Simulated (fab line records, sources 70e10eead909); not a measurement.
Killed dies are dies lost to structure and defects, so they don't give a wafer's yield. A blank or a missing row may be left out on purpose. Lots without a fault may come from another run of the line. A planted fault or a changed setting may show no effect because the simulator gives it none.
A struck lot beside a sound one | flow nand_harc | 17 steps out of a route of 1159
Sound: wafers L806.2, L806.4, L806.5. Struck: wafers L819.1, L819.4, L819.5. The cause comes at the end.
At each step with rows: each side's tool, then ch and its chambers, then its first start. Under that, the readings that differ: sound wafers | struck wafers | difference of the means | sigmas: that difference in standard deviations of wafers without a fault.
alike: readings whose means differ by less than 2 such deviations, and words and numbers that are the same on both sides. not compared: withheld readings, readings that some wafer has no value for, bounds like >300 that may hide the same value, and numbers for which the record gives no deviation and whose values overlap.
The two part at a step that has a row with sigmas, a row that says differs or no value, or rows on one side only. Numbers that don't overlap but have no deviation are shown without sigmas and don't part them. A reading that every wafer of one side lacks parts them only if that side has two wafers or more.

first, 2 steps without rows for these wafers: NHARC_A_BONDPAD_HARDBAKE_10 (time 65 s); NHARC_A_BONDPAD_DESCUM_11 (chemistry O2, time 3 s).
NHARC_A_BONDPAD_ETCH_34: etches the open film in N2/H2, target depth 60 nm, overetch 18 nm, time 65.91 s.
  sound on rie_diel-10 ch 1,2,3, day 18 14:26; struck on rie_diel-06 ch 0,1,2, day 22 11:14
  alike: drypump_motor_current_A, oes_product_au, rf_vpp_V, showerhead_plenum_p_Torr, throttle_valve_pct
  not compared: rf_hours_counter_h
NHARC_A_BONDPAD_ETCH_12: etches the open film in CHF3/O2, target depth 220 nm, time 110 s.
  sound on rie_diel-10 ch 0,3; struck on rie_diel-06 ch 0,1,3
  reading                     | sound             | struck            | difference | sigmas
  drypump_motor_current_A (A) | 5.87 5.32 5.31    | 5.66 5.93 5.97    | +0.35      | +2
  oes_product_au (a.u.)       | 0.923 0.920 0.923 | 0.967 0.979 0.947 | +0.042     | +2
  alike: rf_vpp_V, showerhead_plenum_p_Torr, throttle_valve_pct
  not compared: rf_hours_counter_h
NHARC_A_BONDPAD_CD_MEAS_13:
  sound on cd_sem-03, day 18 14:40; struck on cd_sem-01, day 22 11:26
  reading    | sound             | struck            | difference | sigmas
  cd_nm (nm) | 499.4 501.7 501.6 | 497.2 496.7 497.7 | -3.7       | -2
NHARC_A_BONDPAD_STRIP_15: strips in O2.
  sound on rie_diel-10 ch 0,1, day 18 14:45; struck on rie_diel-06 ch 0,2,3, day 22 11:31
  alike: drypump_motor_current_A, oes_product_au, rf_vpp_V, showerhead_plenum_p_Torr, throttle_valve_pct
  not compared: rf_hours_counter_h
then, 4 steps without rows for these wafers: NHARC_A_BONDPAD_ETCH_24 (etches the open film in CF4/N2, target depth 30 nm, time 72.99 s); NHARC_A_BONDPAD_STRIP_16 (strips in post etch residue remover, time 600 s); NHARC_A_BONDPAD_DEGAS_25 (time 60 s); NHARC_A_BONDPAD_PRE_CLEAN_26 (time 30 s).
NHARC_A_BONDPAD_PVD_17: deposits TaN, target thk 5 nm, time 8.06 s.
  sound on pvd_sputter-01; struck on pvd_sputter-03
  alike: throttle_valve_pct
then, 1 step without rows for these wafers: NHARC_A_BONDPAD_PVD_27 (deposits Cu, target thk 30 nm, time 20.49 s).
NHARC_A_BONDPAD_ECD_18: material Cu, target thk 400 nm.
  sound on ecd_cu-01 ch 1, day 18 15:44; struck on ecd_cu-01 ch 0,1, day 22 12:26
  no value came back on the struck wafers for bath_heat_duty_pct (%), bath_temp_c (C); on the sound wafers bath_heat_duty_pct (%) reads 7.0 5.2 6.4
NHARC_A_BONDPAD_ANNEAL_28: time 90 s.
  sound on rtp_anneal-01 ch 0, day 18 16:07; struck on rtp_anneal-01 ch 0, day 22 12:48
  alike: wafer_temp_C_max
then, 1 step without rows for these wafers: NHARC_A_BONDPAD_CMP_19 (polishes, t overpolish 30 s, cu recess touch 16 s, target thk 169.8 nm).
NHARC_A_BONDPAD_THK_MEAS_20: measures by xrf.
  sound on film_metro-02, day 18 16:44; struck on film_metro-01, day 22 13:28
  reading     | sound             | struck         | difference | sigmas
  thk_nm (nm) | 167.2 170.0 167.6 | 30.5 29.1 29.7 | -138.5     | -92
then, 1 step without rows for these wafers: NHARC_A_BONDPAD_SRD_21 (time 30 s, dry time 20 s).

WHERE THEY PART
First at NHARC_A_BONDPAD_ETCH_12; last, within this record, at NHARC_A_BONDPAD_THK_MEAS_20.

WHY: what the simulator had put in
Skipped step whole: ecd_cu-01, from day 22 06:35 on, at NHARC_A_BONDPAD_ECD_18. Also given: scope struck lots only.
